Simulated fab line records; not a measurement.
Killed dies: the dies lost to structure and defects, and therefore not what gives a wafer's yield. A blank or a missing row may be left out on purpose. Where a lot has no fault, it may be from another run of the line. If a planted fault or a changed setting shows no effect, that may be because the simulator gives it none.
fab line records	flow n5Finfet
record: lots: 7	wafers: 21
route steps=1938 shown MOL_CONTACT_COAG@624 BEOL_M0_SAQP@636 BEOL_M0@726 BEOL_M1@761 BEOL_M3@963 BEOL_M4@1064 BEOL_M5@1160
startH: the number of hours between the record's first day and the start of the first shown wafer of the lot	waitH: hours elapsed since this lot's preceding step	" unchanged from the row above	L1.1+2: a row that stands for several wafers	- no value, or no start was given	* or withheld: withheld	< > ~ a bound
route shown NAME@n: NAME is a module with steps in the file, n the number in the route of the first one	usual: the fault-free wafers' mean and standard deviation	same: alike in all rows	chamber/n: place in a boat	sites: each site's reading	_std_site: standard deviation across them	_edge_site: the outer-site mean with the inner-site mean subtracted	radiusMm: for every site, how far away it sits from the centre of the wafer	mask NAME#n: copy n	behind: tool/chamber where the wafer was last shaped	hold: why the lot went on hold/how many hours it stayed there/how the hold came to an end	device: whichever transistor did not switch (one of n, p or np)	end of line: the route-end tests of the same wafers	step lacking rows: just its recipe	killed: dies that structure and defects cost at the first sort, which is not the same as the wafer's yield	map: per-die view of a wafer (x killed, . not killed, _ where there is no die)
set.NAME: setting as actually run; set.NAME@STEP: the setting as run at that earlier step	model.NAME: the simulator's own value behind a step, which no gauge read
lots whose settings were changed on purpose; a table a step, a row a wafer
== steps ==
step: N5_MOL_CONTACT_COAG_CVD_140
recipe: material: W	targetThkA: 665	mode: selectiveFill	tempC: 300	timeS: 215
lot.wafer	tool	chamber	startH	waitH	set.targetThkA	model.W_of_MOL_CONTACT_COAG_CVD_140.thkNm
L074.1	cvdW-01	0	100.34	0.1	753.3	76.2
L074.5	"	0	"	"	753.3	76
L074.6	"	0	"	"	665	67.4
L076.4	cvdW-02	1	117.15	0.1	665	66
L076.5	"	0	"	"	598.8	59
L076.6	"	1	"	"	665	65.4
L081.3	cvdW-02	0	156.75	0.1	665	66
L081.5	"	0	"	"	665	65.2
L081.6	"	1	"	"	665	65.6
L086.1	cvdW-01	1	182.78	0.1	665	66.6
L086.3	"	0	"	"	613.1	60.6
L086.6	"	1	"	"	665	67.2
L089.1	cvdW-02	0	195.70	0.1	665	65.8
L089.2+4	"	1,0	"	"	665	65.4
L090.1	cvdW-01	1	210.67	0.1	665	66
L090.3	"	1	"	"	665	66.6
L090.5	"	1	"	"	665	66.4
L091.2	cvdW-02	0	217.60	0.1	665	67
L091.4+5	"	1,0	"	"	665	66.8
step: N5_BEOL_M0_SAQP_PECVD_96
recipe: material: a-Si	targetThkA: 450	tempC: 350	precursor: SiH4/He	pressureTorr: 3	rfW: 100	timeS: 45.2
lot.wafer	tool	chamber	startH	waitH	set.timeS	model.a-Si_of_BEOL_M0_SAQP_PECVD_96.thkNm
L074.1	pecvd-02	2	105.76	0.0	45.2	44
L074.5+6	"	2,0	"	"	45.2	45
L076.4	pecvd-02	1	123.95	0.0	45.2	45.2
L076.5	"	2	"	"	45.2	45.6
L076.6	"	0	"	"	50.12	50.4
L081.3+6	pecvd-03	1,0	162.15	0.0	45.2	44.8
L081.5	"	2	"	"	45.2	45
L086.1	pecvd-03	1	187.43	0.0	45.2	44.2
L086.3	"	0	"	"	42.77	41.8
L086.6	"	0	"	"	45.2	45.2
L089.1	pecvd-03	2	203.78	0.0	45.2	44.4
L089.2+4	"	1,2	"	"	45.2	45.2
L090.1+3	pecvd-03	0,1	215.42	0.0	45.2	44.6
L090.5	"	0	"	"	45.2	45.6
L091.2	pecvd-04	0	222.44	0.0	45.2	44.6
L091.4	"	0	"	"	45.2	45.4
L091.5	"	1	"	"	45.2	45.2
step: N5_BEOL_M0_ETCH_109
recipe: chemistry: CH3F/O2	targetDepthA: 80	overetchA: 24	target: SiCN	timeS: 27.4	ionEnergyEv: 120	pressureMtorr: 30	sourceW: 395	biasW: 75	Ar_flow_sccm: 150	CH3F_flow_sccm: 30	O2_flow_sccm: 20
usual: rfVppV: 297.5/1.2
lot.wafer	tool	chamber	startH	waitH	set.biasW	rfVppV
L074.1	rieDiel-01	1	115.19	0.4	75	296.2
L074.5	"	2	"	"	64.06	269.7
L074.6	"	3	"	"	75	297.1
L076.4	rieDiel-03	2	135.98	0.5	75	297.4
L076.5	"	0	"	"	80.2	312.7
L076.6	"	1	"	"	80.2	310.4
L081.3	rieDiel-01	0	172.27	0.5	75	298.8
L081.5	"	0	"	"	75	300.6
L081.6	"	1	"	"	75	295.9
L086.1	rieDiel-03	3	199.42	0.0	63.81	268.5
L086.3	"	0	"	"	63.81	269.2
L086.6	"	0	"	"	75	299.9
L089.1	rieDiel-03	0	214.34	0.1	75	299.2
L089.2	"	2	"	"	75	296.7
L089.4	"	2	"	"	75	297.1
L090.1	rieDiel-01	0	224.86	0.5	75	300.2
L090.3	"	2	"	"	67.88	280.7
L090.5	"	0	"	"	75	298.6
L091.2	rieDiel-03	2	232.67	0.0	75	297.7
L091.4	"	0	"	"	88.03	329.4
L091.5	"	0	"	"	75	298.1
step: N5_BEOL_M1_EXPOSE_08
recipe: maskId: M1	na: 0.33	sourceShape: dipole	sigmaInner: 0.369	sigmaOuter: 0.767	polarization: unpolarized	doseMj: 33
lot.wafer	tool	chamber	startH	waitH	mask	set.doseMj
L074.1+5+6	euvScanner-02	0	121.28	-	M1#0	33
L076.4+6	euvScanner-02	0	142.43	-	M1#0	33
L076.5	"	0	"	"	M1#0	32.29
L081.3+6	euvScanner-02	0	176.82	-	M1#0	33
L081.5	"	0	"	"	M1#0	34.32
L086.1+3+6	euvScanner-01	0	204.21	-	M1#0	33
L089.1+2+4	euvScanner-02	0	218.63	-	M1#0	33
L090.1	euvScanner-01	0	227.72	-	M1#0	32.24
L090.3+5	"	0	"	"	M1#0	33
L091.2+4+5	euvScanner-01	0	236.84	-	M1#0	33
step: N5_BEOL_M1_PEB_09
recipe: pebTempC: 100	pebTimeS: 60	resist: CAR-EUV
step: N5_BEOL_M1_DEVELOP_10
recipe: developTimeS: 30	developer: TMAH	resist: CAR-EUV	rinseLiquid: surfactantRinse	dry: airSpin	devTempC: 23
step: N5_BEOL_M1_DESCUM_16
recipe: chemistry: O2	timeS: 7	sourcePowerW: 50	biasPowerW: 20	pressureMtorr: 20	rfFrequencyHz: 2.712e+07	tempC: 40	resist: CAR-EUV	o2FlowSccm: 225
step: N5_BEOL_M1_ETCH_74
recipe: chemistry: N2/H2	target: underlayer	targetDepthA: 65	maskMaterial: CAR-EUV	timeS: 5.2	ionEnergyEv: 200	pressureMtorr: 30	sourceW: 840	biasW: 150	n2FlowSccm: 200	h2FlowSccm: 200	ends: cleared
lot.wafer	tool	chamber	startH	waitH	set.doseMj@BEOL_M1_EXPOSE_08	model.BEOL_M1.cdOffsetNm
L074.1+5	rieDiel-02	1	121.57	0.0	33	0
L074.6	"	2	"	"	33	-0.2
L076.4+6	rieDiel-05	1,2	142.69	0.0	33	0.2
L076.5	"	1	"	"	32.29	-0.4
L081.3	rieDiel-06	2	177.09	0.0	33	-0.2
L081.5	"	2	"	"	34.32	0.6
L081.6	"	3	"	"	33	0
L086.1+6	rieDiel-05	0,2	204.50	0.0	33	0
L086.3	"	1	"	"	33	0.2
L089.1+4	rieDiel-02	1,0	218.92	0.0	33	0
L089.2	"	3	"	"	33	0.2
L090.1	rieDiel-02	0	228.01	0.0	32.24	-0.6
L090.3	"	1	"	"	33	0
L090.5	"	0	"	"	33	-0.2
L091.2+4+5	rieDiel-02	3,2,1	237.18	0.0	33	-0.2
step: N5_BEOL_M1_ETCH_63
recipe: chemistry: CF4	target: SiARC	targetDepthA: 156	maskMaterial: CAR-EUV	timeS: 26	ionEnergyEv: 80	pressureMtorr: 40	sourceW: 545	biasW: 36	Ar_flow_sccm: 100	cf4FlowSccm: 100	ends: cleared
lot.wafer	tool	chamber	startH	waitH	set.doseMj@BEOL_M1_EXPOSE_08	model.BEOL_M1.cdOffsetNm
L074.1	rieDiel-02	1	121.58	0.0	33	0
L074.5+6	"	1,2	"	"	33	-0.2
L076.4+6	rieDiel-05	1,2	142.71	0.0	33	0.2
L076.5	"	1	"	"	32.29	-0.4
L081.3	rieDiel-06	2	177.11	0.0	33	-0.2
L081.5	"	2	"	"	34.32	0.6
L081.6	"	3	"	"	33	0.2
L086.1+6	rieDiel-05	0,2	204.51	0.0	33	0
L086.3	"	1	"	"	33	0.2
L089.1+2+4	rieDiel-02	1,3,0	218.93	0.0	33	0
L090.1	rieDiel-02	0	228.02	0.0	32.24	-0.6
L090.3	"	1	"	"	33	0
L090.5	"	0	"	"	33	-0.2
L091.2+4+5	rieDiel-02	3,2,1	237.19	0.0	33	-0.2
step: N5_BEOL_M1_ETCH_64
recipe: chemistry: N2/H2	target: SOC	targetDepthA: 750	overetchA: 150	maskMaterial: SiARC	tempC: 40	timeS: 112.5	ionEnergyEv: 200	pressureMtorr: 30	sourceW: 840	biasW: 150	n2FlowSccm: 200	h2FlowSccm: 200
usual: rfVppV: 524.2/2.6
lot.wafer	tool	chamber	startH	waitH	set.sourceW	rfVppV
L074.1	rieDiel-02	1	121.61	0.0	840	527.3
L074.5	"	1	"	"	840	526.2
L074.6	"	2	"	"	840	521.8
L076.4	rieDiel-05	1	142.74	0.0	840	527.4
L076.5	"	1	"	"	840	526.9
L076.6	"	2	"	"	840	524.2
L081.3	rieDiel-06	2	177.13	0.0	840	523.1
L081.5	"	2	"	"	720.8	550.6
L081.6	"	3	"	"	720.8	549.1
L086.1	rieDiel-05	0	204.54	0.0	840	521.6
L086.3	"	1	"	"	739.3	548.5
L086.6	"	2	"	"	840	523.2
L089.1	rieDiel-02	1	218.96	0.0	840	527.3
L089.2	"	3	"	"	840	525.3
L089.4	"	0	"	"	840	528.7
L090.1	rieDiel-02	0	228.05	0.0	840	527.9
L090.3	"	1	"	"	840	526.8
L090.5	"	0	"	"	897.8	515.5
L091.2	rieDiel-02	3	237.22	0.0	840	523.9
L091.4	"	2	"	"	926.8	504.4
L091.5	"	1	"	"	926.8	508.5
step: N5_BEOL_M3_EXPOSE_25
recipe: maskId: V2	na: 0.33	sourceShape: quasar	sigmaInner: 0.2	sigmaOuter: 0.8	polarization: unpolarized	defocusNm: 5	doseMj: 63
lot.wafer	tool	chamber	startH	waitH	mask	set.doseMj
L074.1+5	euvScanner-02	0	141.06	-	V2#0	67.03
L074.6	"	0	"	"	V2#0	63
L076.4+6	euvScanner-02	0	170.71	-	V2#0	63
L076.5	"	0	"	"	V2#0	66.18
L081.3+5	euvScanner-01	0	211.99	-	V2#0	63
L081.6	"	0	"	"	V2#0	58.29
L086.1+3	euvScanner-01	0	225.46	-	V2#0	58.43
L086.6	"	0	"	"	V2#0	63
L089.1+2+4	euvScanner-01	0	237.59	-	V2#0	63
L090.1	euvScanner-01	0	253.48	-	V2#0	63
L090.3+5	"	0	"	"	V2#0	61.72
L091.2+4	euvScanner-01	0	263.46	-	V2#0	63
L091.5	"	0	"	"	V2#0	67.58
step: N5_BEOL_M3_PEB_26
recipe: pebTempC: 100	pebTimeS: 60	resist: CAR-EUV
step: N5_BEOL_M3_DEVELOP_27
recipe: developTimeS: 30	developer: TMAH	resist: CAR-EUV	rinseLiquid: surfactantRinse	dry: airSpin	devTempC: 23
step: N5_BEOL_M3_CD_MEAS_28
recipe: targetCdNm: 25.7	landingEnergyEv: 500	detector: seInlens	targetCdYNm: 23.3	polarity: opening
usual: cdNm: 25.70/0.22
lot.wafer	tool	chamber	startH	waitH	set.doseMj@BEOL_M3_EXPOSE_25	cdNm
L074.1	cdSem-03	0	141.20	-	67.03	26.34
L074.5	"	0	"	"	67.03	26.47
L074.6	"	0	"	"	63	25.76
L076.4	cdSem-03	0	170.83	-	63	26.09
L076.5	"	0	"	"	66.18	26.36
L076.6	"	0	"	"	63	25.38
L081.3	cdSem-03	0	212.12	-	63	25.64
L081.5	"	0	"	"	63	25.97
L081.6	"	0	"	"	58.29	24.69
L086.1	cdSem-01	0	225.60	-	58.43	24.36
L086.3	"	0	"	"	58.43	24.74
L086.6	"	0	"	"	63	25.73
L089.1	cdSem-03	0	237.73	-	63	25.70
L089.2	"	0	"	"	63	25.38
L089.4	"	0	"	"	63	25.27
L090.1	cdSem-01	0	253.62	-	63	25.63
L090.3	"	0	"	"	61.72	25.38
L090.5	"	0	"	"	61.72	25.47
L091.2	cdSem-01	0	263.60	-	63	25.83
L091.4	"	0	"	"	63	25.87
L091.5	"	0	"	"	67.58	27.20
step: N5_BEOL_M3_SPUTTER_86
recipe: material: Cu	targetThkA: 45	tempC: -20	chamberPressurePa: 0.07	powerW: withheld	timeS: 8.29
lot.wafer	tool	chamber	startH	waitH	set.timeS	model.Cu_of_BEOL_M3_SPUTTER_86.thkNm
L074.1+5+6	pvdSputter-03	-	143.85	0.1	8.29	4.6
L076.4+5	pvdSputter-01	-	173.50	0.0	8.29	4.6
L076.6	"	-	"	"	7.367	4.2
L081.3+6	pvdSputter-01	-	216.11	0.1	9.146	-
L081.5	"	-	"	"	8.29	4.6
L086.1+3+6	pvdSputter-03	-	228.08	0.1	8.29	4.6
L089.1	pvdSputter-02	-	248.65	0.1	8.29	4.6
L089.2+4	"	-	"	"	8.29	4.4
L090.1	pvdSputter-02	-	257.12	0.1	9.099	-
L090.3	"	-	"	"	9.099	5
L090.5	"	-	"	"	8.29	4.6
L091.2+4	pvdSputter-03	-	271.84	0.1	8.29	4.6
L091.5	"	-	"	"	8.29	4.8
step: N5_BEOL_M4_ETCH_70
recipe: chemistry: N2/H2	target: SOC	targetDepthA: 800	overetchA: 240	maskMaterial: SiARC	tempC: 40	timeS: 130	ionEnergyEv: 200	pressureMtorr: 30	sourceW: 840	biasW: 150	n2FlowSccm: 200	h2FlowSccm: 200
lot.wafer	tool	chamber	startH	waitH	set.timeS	model.SiARC_of_BEOL_M4_COAT_68.thkNm
L074.1+6	rieDiel-01	3	153.40	0.0	113.6	6.6
L074.5	"	0	"	"	130	5.8
L076.4	rieDiel-03	0	190.59	0.0	146	5.2
L076.5	"	3	"	"	130	5.8
L076.6	"	2	"	"	130	6
L081.3	rieDiel-01	0	220.65	0.0	157.5	4.6
L081.5+6	"	3,0	"	"	130	5.8
L086.1+3+6	rieDiel-01	3,2,0	241.86	0.0	130	5.8
L089.1	rieDiel-04	3	255.17	0.0	130	5.8
L089.2+4	"	2,1	"	"	130	6
L090.1	rieDiel-03	2	264.60	0.0	112	7
L090.3	"	3	"	"	130	5.6
L090.5	"	2	"	"	130	6.2
L091.2	rieDiel-01	3	276.97	0.0	130	6
L091.4+5	"	1,0	"	"	130	5.8
step: N5_BEOL_M4_TRENCH_ETCH_37
recipe: chemistry: C4F6/O2	targetDepthA: 555.55	target: SiOC	timeS: 29.2	ionEnergyEv: 250	pressureMtorr: 30	sourceW: 355	biasW: 185	Ar_flow_sccm: 300	C4F6_flow_sccm: 10	O2_flow_sccm: 10
usual: rfVppV: 666/7.6
lot.wafer	tool	chamber	startH	waitH	set.sourceW	rfVppV
L074.1	rieDiel-01	3	-	-	355	662
L074.5	"	0	"	"	355	681
L074.6	"	3	"	"	355	662
L076.4	rieDiel-03	0	-	-	355	657
L076.5	"	3	"	"	321.2	709
L076.6	"	2	"	"	321.2	699
L081.3	rieDiel-01	0	-	-	355	680
L081.5	"	3	"	"	293.6	729
L081.6	"	0	"	"	355	680
L086.1	rieDiel-01	3	-	-	355	661
L086.3	"	2	"	"	355	668
L086.6	"	0	"	"	355	679
L089.1	rieDiel-04	3	-	-	355	655
L089.2	"	2	"	"	355	653
L089.4	"	1	"	"	355	668
L090.1	rieDiel-03	2	-	-	355	663
L090.3	"	3	"	"	355	675
L090.5	"	2	"	"	408.3	618
L091.2	rieDiel-01	3	-	-	355	661
L091.4	"	1	"	"	355	664
L091.5	"	0	"	"	355	680
step: N5_BEOL_M5_TRENCH_ETCH_37
recipe: chemistry: C4F6/O2	targetDepthA: 716.52	target: SiCOH_lowk	timeS: 24.7	ionEnergyEv: 250	pressureMtorr: 30	sourceW: 345	biasW: 185	Ar_flow_sccm: 300	C4F6_flow_sccm: 10	O2_flow_sccm: 10
lot.wafer	tool	chamber	startH	waitH	set.timeS	model.BEOL_M5.featureDepthNm	model.etch.depthNm
L074.1	rieDiel-05	2	-	-	26.49	76.6	76.62
L074.5	"	1	"	"	26.49	75.4	75.4
L074.6	"	3	"	"	26.49	75.6	75.58
L076.4	rieDiel-02	3	-	-	24.7	73.8	73.89
L076.5	"	0	"	"	29.23	86.4	86.41
L076.6	"	1	"	"	24.7	69.8	69.85
L081.3	rieDiel-06	2	-	-	24.7	70.8	70.71
L081.5	"	3	"	"	24.7	71.8	71.85
L081.6	"	0	"	"	24.7	71.8	71.71
L086.1	rieDiel-05	3	-	-	27.17	79.2	79.16
L086.3	"	2	"	"	24.7	71.8	71.74
L086.6	"	0	"	"	24.7	72.8	72.76
L089.1	rieDiel-05	1	-	-	24.7	70.6	70.52
L089.2	"	0	"	"	24.7	72	72.05
L089.4	"	3	"	"	24.7	72	71.92
L090.1	rieDiel-05	0	-	-	24.7	72.2	72.18
L090.3	"	2	"	"	22.78	66.4	66.42
L090.5	"	2	"	"	24.7	71.8	71.84
L091.2	rieDiel-05	2	-	-	24.7	71.2	71.29
L091.4	"	0	"	"	24.7	72.8	72.74
L091.5	"	1	"	"	24.7	70.8	70.81
== key ==
split: step: N5_MOL_CONTACT_COAG_CVD_140	setting: targetThkA	stated: 665	by: wafer
response: step: N5_MOL_CONTACT_COAG_CVD_140	reading: model.W_of_MOL_CONTACT_COAG_CVD_140.thkNm	change: +0.688	per: 1%	r: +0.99
split: step: N5_BEOL_M0_SAQP_PECVD_96	setting: timeS	stated: 45.2	by: wafer
response: step: N5_BEOL_M0_SAQP_PECVD_96	reading: model.a-Si_of_BEOL_M0_SAQP_PECVD_96.thkNm	change: +0.475	per: 1%	r: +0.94
split: step: N5_BEOL_M0_ETCH_109	setting: biasW	stated: 75	by: wafer
response: step: N5_BEOL_M0_ETCH_109	reading: rfVppV	change: +1.92	per: 1%	r: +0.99
split: step: N5_BEOL_M1_EXPOSE_08	setting: doseMj	stated: 33	by: wafer
response: step: N5_BEOL_M1_ETCH_74	reading: model.BEOL_M1.cdOffsetNm	change: +0.202	per: 1%	r: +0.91
response: step: N5_BEOL_M1_ETCH_63	reading: model.BEOL_M1.cdOffsetNm	change: +0.187	per: 1%	r: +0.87
split: step: N5_BEOL_M1_ETCH_64	setting: sourceW	stated: 840	by: wafer
response: step: N5_BEOL_M1_ETCH_64	reading: rfVppV	change: -1.91	per: 1%	r: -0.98
split: step: N5_BEOL_M3_EXPOSE_25	setting: doseMj	stated: 63	by: wafer
response: step: N5_BEOL_M3_CD_MEAS_28	reading: cdNm	change: +0.148	per: 1%	r: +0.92
split: step: N5_BEOL_M3_SPUTTER_86	setting: timeS	stated: 8.29	by: wafer
response: step: N5_BEOL_M3_SPUTTER_86	reading: model.Cu_of_BEOL_M3_SPUTTER_86.thkNm	change: +0.0378	per: 1%	r: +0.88
split: step: N5_BEOL_M4_ETCH_70	setting: timeS	stated: 130	by: wafer
response: step: N5_BEOL_M4_ETCH_70	reading: model.SiARC_of_BEOL_M4_COAT_68.thkNm	change: -0.0625	per: 1%	r: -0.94
split: step: N5_BEOL_M4_TRENCH_ETCH_37	setting: sourceW	stated: 355	by: wafer
response: step: N5_BEOL_M4_TRENCH_ETCH_37	reading: rfVppV	change: -3.33	per: 1%	r: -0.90
split: step: N5_BEOL_M5_TRENCH_ETCH_37	setting: timeS	stated: 24.7	by: wafer
response: step: N5_BEOL_M5_TRENCH_ETCH_37	reading: model.BEOL_M5.featureDepthNm	change: +0.766	per: 1%	r: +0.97
response: step: N5_BEOL_M5_TRENCH_ETCH_37	reading: model.etch.depthNm	change: +0.763	per: 1%	r: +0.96
